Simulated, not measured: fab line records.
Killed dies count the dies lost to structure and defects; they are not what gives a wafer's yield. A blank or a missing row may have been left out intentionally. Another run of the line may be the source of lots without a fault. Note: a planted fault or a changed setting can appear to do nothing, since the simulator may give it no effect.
Split-lot experiment + flow n5 finfet + route with 1938 steps; 7 lots, 21 wafers read

## ABOUT THE SPLIT
At N5_BEOL_M7_EXPOSE_08 (exposes mask M7), the setting dose mj was moved away from the recipe's 68.25 on 6 of the 21 wafers read, by -7.1% to +4.1%. This setting was run at the recipe's value on the other wafers.

## FROM THE SPLIT TO THE READING: what the file shows between them, 14 steps
- N5_BEOL_M7_PEB_09: peb time 60 s
- N5_BEOL_M7_DEVELOP_10: develop time 30 s
- N5_BEOL_M7_CD_MEAS_11: target cd 38.5 nm
- N5_BEOL_M7_ETCH_61: etches SiARC in CF4, target depth 45.5 nm, time 75.8 s (also split here: source w)
- N5_BEOL_M7_ETCH_62: etches SOC in N2/H2, target depth 110 nm, overetch 22 nm, time 165 s
- N5_BEOL_M7_STRIP_68: strips in N2/H2
- N5_BEOL_M7_STRIP_67: strips in CF4
- N5_BEOL_M7_HM_OPEN_17: chemistry Cl2/BCl3, target TiN, target depth 20 nm, overetch 6 nm
- N5_BEOL_M7_STRIP_19: strips in O2
- N5_BEOL_M7_CD_MEAS_18: pitch 80 nm, target cd 40 nm
- N5_BEOL_M7_COAT_63: time 60 s, resist thk 60 nm
- N5_BEOL_M7_COAT_64: time 60 s, resist thk 12 nm
- N5_BEOL_M7_PRECLEAN_42: cleans in residue remover, time 60 s
- N5_BEOL_M7_SRD_43: time 30 s

## THE READING
cd nm at N5_BEOL_M7_CD_MEAS_35, given in nm (cd target 40 nm). Typical for fault-free wafers on this fab line: 39.9 nm, with standard deviation 0.48 nm.

| wafer  | tool, chamber at the split | dose mj as run | against the recipe | cd nm, nm | against lot-mates on the recipe |
|--------|----------------------------|----------------|--------------------|-----------|---------------------------------|
| L074.1 | arfi scanner-02, 0         | 66.28          | -2.9%              | 38.4      | -2.4                            |
| L074.4 | arfi scanner-02, 0         | 68.25          | recipe             | 40.8      | -                               |
| L074.6 | arfi scanner-02, 0         | 66.28          | -2.9%              | 38.3      | -2.5                            |
| L075.1 | arfi scanner-03, 0         | 68.25          | recipe             | 39.9      | -                               |
| L075.3 | arfi scanner-03, 0         | 68.25          | recipe             | 40.2      | -                               |
| L075.6 | arfi scanner-03, 0         | 68.25          | recipe             | 40.0      | -                               |
| L077.4 | arfi scanner-01, 0         | 68.25          | recipe             | 39.9      | -                               |
| L077.5 | arfi scanner-01, 0         | 70.91          | +3.9%              | 42.0      | +2.2                            |
| L077.6 | arfi scanner-01, 0         | 68.25          | recipe             | 39.6      | -                               |
| L079.3 | arfi scanner-02, 0         | 68.25          | recipe             | 38.9      | -                               |
| L079.4 | arfi scanner-02, 0         | 68.25          | recipe             | 38.9      | -                               |
| L079.5 | arfi scanner-02, 0         | 68.25          | recipe             | 39.1      | -                               |
| L084.1 | arfi scanner-03, 0         | 71.07          | +4.1%              | 42.3      | +1.9                            |
| L084.4 | arfi scanner-03, 0         | 68.25          | recipe             | 40.4      | -                               |
| L084.6 | arfi scanner-03, 0         | 71.07          | +4.1%              | 42.5      | +2.1                            |
| L089.3 | arfi scanner-02, 0         | 68.25          | recipe             | 40.4      | -                               |
| L089.4 | arfi scanner-02, 0         | 68.25          | recipe             | 40.0      | -                               |
| L089.5 | arfi scanner-02, 0         | 68.25          | recipe             | 41.2      | -                               |
| L091.1 | arfi scanner-01, 0         | 63.41          | -7.1%              | 36.3      | -3.7                            |
| L091.2 | arfi scanner-01, 0         | 68.25          | recipe             | 40.0      | -                               |
| L091.6 | arfi scanner-01, 0         | 68.25          | recipe             | 39.9      | -                               |

FIT RESULTS
A straight line over all 21 wafers: cd nm changes by +0.545 nm for each +1% of dose mj; r = +0.92; the points scatter about the line by 0.56 nm.
The same after taking each lot's own level away (the mean of its wafers on the recipe; 21 wafers): +0.561 nm for each +1%; r = +0.97; scatter 0.36 nm.
Per that fit: largest dose mj move, reading shift of 4 nm.
Across the lots, their own levels run from 38.97 to 40.80 nm, a range of 3.8 times the standard deviation given above.
The two slopes are in agreement: the lot-to-lot level therefore moves the slope only a little.
Check: -4.45 nm against its lot-mates is what the line predicts for one of the wafers moved furthest among these (-7.1%) when that wafer is left out of the fit. Against them it came out at -3.65 nm.

## OTHER SPLITS ON THESE WAFERS
Other splits were also applied to these wafers ahead of the reading. Each is held against what the fit with the lots' levels taken away leaves over:
| other split on the same wafers | wafers away from the commonest value | r with cd nm (lot level and that fit taken away) |
|--------------------------------|--------------------------------------|--------------------------------------------------|
| N5_BEOL_M6_ETCH_66 bias w      | 6                                    | +0.05                                            |
| N5_BEOL_M7_ETCH_61 source w    | 5                                    | +0.41                                            |

## THE WHOLE CHAIN: every reading that the file lists as answering this split, in the file's order
| step                  | what it does                                                         | reading                                                               | change (the file's fit)               | r (the file's) |
|-----------------------|----------------------------------------------------------------------|-----------------------------------------------------------------------|---------------------------------------|----------------|
| N5_BEOL_M7_CD_MEAS_11 | target cd 38.5 nm                                                    | cd nm                                                                 | +0.517 nm for each +1% of the setting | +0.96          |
| N5_BEOL_M7_ETCH_61    | etches SiARC in CF4, target depth 45.5 nm, time 75.8 s               | BEOL_M7.cd offset nm (the simulator's own value, which no gauge read) | +0.521 nm for each +1% of the setting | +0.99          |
| N5_BEOL_M7_ETCH_62    | etches SOC in N2/H2, target depth 110 nm, overetch 22 nm, time 165 s | BEOL_M7.cd offset nm (the simulator's own value, which no gauge read) | +0.548 nm for each +1% of the setting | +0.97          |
| N5_BEOL_M7_CD_MEAS_18 | pitch 80 nm, target cd 40 nm                                         | cd nm                                                                 | +0.606 nm for each +1% of the setting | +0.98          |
| N5_BEOL_M7_CD_MEAS_35 | target cd 40 nm                                                      | cd nm                                                                 | +0.553 nm for each +1% of the setting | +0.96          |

## THE FILE'S OWN FIT
cd nm changes by +0.553 nm for each +1% of dose mj, r = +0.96.
